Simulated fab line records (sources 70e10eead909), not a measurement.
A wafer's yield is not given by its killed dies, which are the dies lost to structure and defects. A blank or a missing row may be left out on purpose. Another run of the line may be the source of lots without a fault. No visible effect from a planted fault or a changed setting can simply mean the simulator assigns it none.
2 desks, one fault :: flow nand-harc :: only its own numbers are on each desk; what lay behind them is given at the end

## DESK OF THE TOOL OWNER: pvd-sputter-03
The tool's own readings at NHARC_P_M2_PVD_20 (deposits TaN, target thk 5 nm, time 8.06 s): means of the sampled wafers that have a number, for each lot that ran on this tool. Any lot whose mean is over 4 standard deviations away from the usual mean is out of limits and marked OUT; that distance is given in the brackets.
Columns: A = substrate-temp-c at NHARC_P_M2_PVD_20, usual 49.99 C; B = throttle-valve-pct at NHARC_P_M2_PVD_20, usual 29.4 %
lot: L910
first seen here: day 10 23:20
A: 49.92
B: 28.5

lot: L911
first seen here: day 11 09:53
A: 49.96
B: 28.6

lot: L919
first seen here: day 14 11:29
A: 49.99
B: 29.3
Result from this desk: across the 3 lots, nothing is out of limits.

## METROLOGY DESK
Lot by lot, what the gauges showed, no matter which tool ran the lot: averages of those sampled wafers that carry a number. Any lot whose mean is over 4 standard deviations away from the usual mean is out of limits and marked OUT; that distance is given in the brackets.
Columns: A = overlay-x-nm at NHARC_P_M2_OVL_MEAS_10, usual -0.2 nm; B = overlay-y-nm at NHARC_P_M2_OVL_MEAS_10, usual 0.0 nm
lot: L899
first seen here: day 6 12:25
A: 0.1
B: -0.2

lot: L900
first seen here: day 6 23:24
A: 1.0
B: -0.8

lot: L901
first seen here: day 7 01:53
A: -0.7
B: -0.3

lot: L910
first seen here: day 10 22:06
A: -0.0
B: -0.6

lot: L911
first seen here: day 11 08:07
A: 1.3
B: 0.3

lot: L912
first seen here: day 12 12:17
A: -1.2
B: 0.0

lot: L913
first seen here: day 12 12:49
A: -0.0
B: -1.8

lot: L915
first seen here: day 13 01:02
A: -0.2
B: 0.4

lot: L919
first seen here: day 14 10:14
A: 0.5
B: -0.5

lot: L920
first seen here: day 15 05:01
A: 1.0
B: 0.6

lot: L921
first seen here: day 15 12:33
A: -0.7
B: 0.1

lot: L922
first seen here: day 15 21:44
A: -1.1
B: 0.6
Result from this desk: across the 12 lots, nothing is out of limits.

## PUT TOGETHER
The tool owner's desk saw nothing out of limits.
From the metrology desk's view, nothing was out of limits.

## WHAT WAS PUT IN BY THE SIMULATOR
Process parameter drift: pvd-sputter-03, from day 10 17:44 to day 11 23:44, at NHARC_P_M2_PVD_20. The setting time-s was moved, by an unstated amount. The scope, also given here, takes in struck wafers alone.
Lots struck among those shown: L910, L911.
